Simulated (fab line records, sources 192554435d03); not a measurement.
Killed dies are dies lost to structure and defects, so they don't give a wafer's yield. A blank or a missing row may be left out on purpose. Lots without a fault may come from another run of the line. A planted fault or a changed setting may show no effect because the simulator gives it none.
Chamber matching | flow n5_finfet | N5_BEOL_M4_STRIP_66 on rie_diel-03: 4 sister chambers
The step strips in CF4. 16 wafers are shown with their chamber, then 8 later ones without.

WAFERS WITH THEIR CHAMBER
wafer  | chamber | drypump_motor_current_A (A) | oes_product_au (a.u.) | throttle_valve_pct (%)
L074.1 | 2       | 5.7                         | 0.86                  | 13.39
L074.4 | 0       | 5.4                         | 0.95                  | 13.54
L074.6 | 3       | 5.2                         | 0.69                  | 13.79
L076.3 | 3       | 5.2                         | 0.69                  | 13.81
L076.4 | 3       | 5.3                         | 0.70                  | 13.79
L076.6 | 0       | 5.4                         | 0.93                  | 13.53
L078.1 | 1       | 5.5                         | 0.96                  | 13.62
L078.4 | 3       | 5.3                         | 0.69                  | 13.81
L078.6 | 2       | 5.7                         | 0.84                  | 13.40
L085.1 | 3       | 5.2                         | 0.69                  | 13.87
L085.4 | 1       | 5.6                         | 0.91                  | 13.63
L085.6 | 1       | 5.5                         | 0.92                  | 13.63
L083.2 | 2       | 5.7                         | 0.83                  | 13.45
L083.4 | 1       | 5.5                         | 0.92                  | 13.65
L083.5 | 0       | 5.4                         | 0.90                  | 13.58
L084.2 | 0       | 5.4                         | 0.90                  | 13.58

SIGNATURES (means of the wafers above)
reading                 | chamber 0 | chamber 1 | chamber 2 | chamber 3 | scatter within a chamber
drypump_motor_current_A | 5.400     | 5.525     | 5.700     | 5.240     | 0.0403
oes_product_au          | 0.9200    | 0.9275    | 0.8433    | 0.6920    | 0.0178
throttle_valve_pct      | 13.5575   | 13.6325   | 13.4133   | 13.8140   | 0.0273
Rule: a wafer's distance from a chamber is the root of the sum, over the readings, of the square of ((its reading less the chamber's mean) divided by the reading's scatter). The wafer belongs to the nearest chamber; if the next one is less than 2 further off, it can't be placed. The scatter: the root of (the sum of the squares of (reading less its chamber's mean) over the shown wafers, divided by (wafers less chambers)).

WAFERS WITHOUT THEIR CHAMBER
wafer  | drypump_motor_current_A (A) | oes_product_au (a.u.) | throttle_valve_pct (%)
L084.4 | 5.7                         | 0.83                  | 13.43
L084.5 | 5.4                         | 0.89                  | 13.60
L089.1 | 5.3                         | 0.68                  | 13.87
L089.4 | 5.4                         | 0.88                  | 13.62
L089.5 | 5.2                         | 0.67                  | 13.87
L092.1 | 5.4                         | 0.87                  | 13.64
L092.4 | 5.7                         | 0.81                  | 13.47
L092.5 | 5.7                         | 0.80                  | 13.47

WHICH CHAMBER EACH WENT THROUGH
wafer  | from the rows above     | in truth
L084.4 | 2                       | 2
L084.5 | can't be placed: 0 or 1 | 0
L089.1 | 3                       | 3
L089.4 | can't be placed: 0 or 1 | 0
L089.5 | 3                       | 3
L092.1 | can't be placed: 0 or 1 | 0
L092.4 | 2                       | 2
L092.5 | 2                       | 2
Placed correctly: 5 of 8. Can't be placed from these rows: 3 (the true chamber is among the candidates in 3). Placed wrongly: 0.
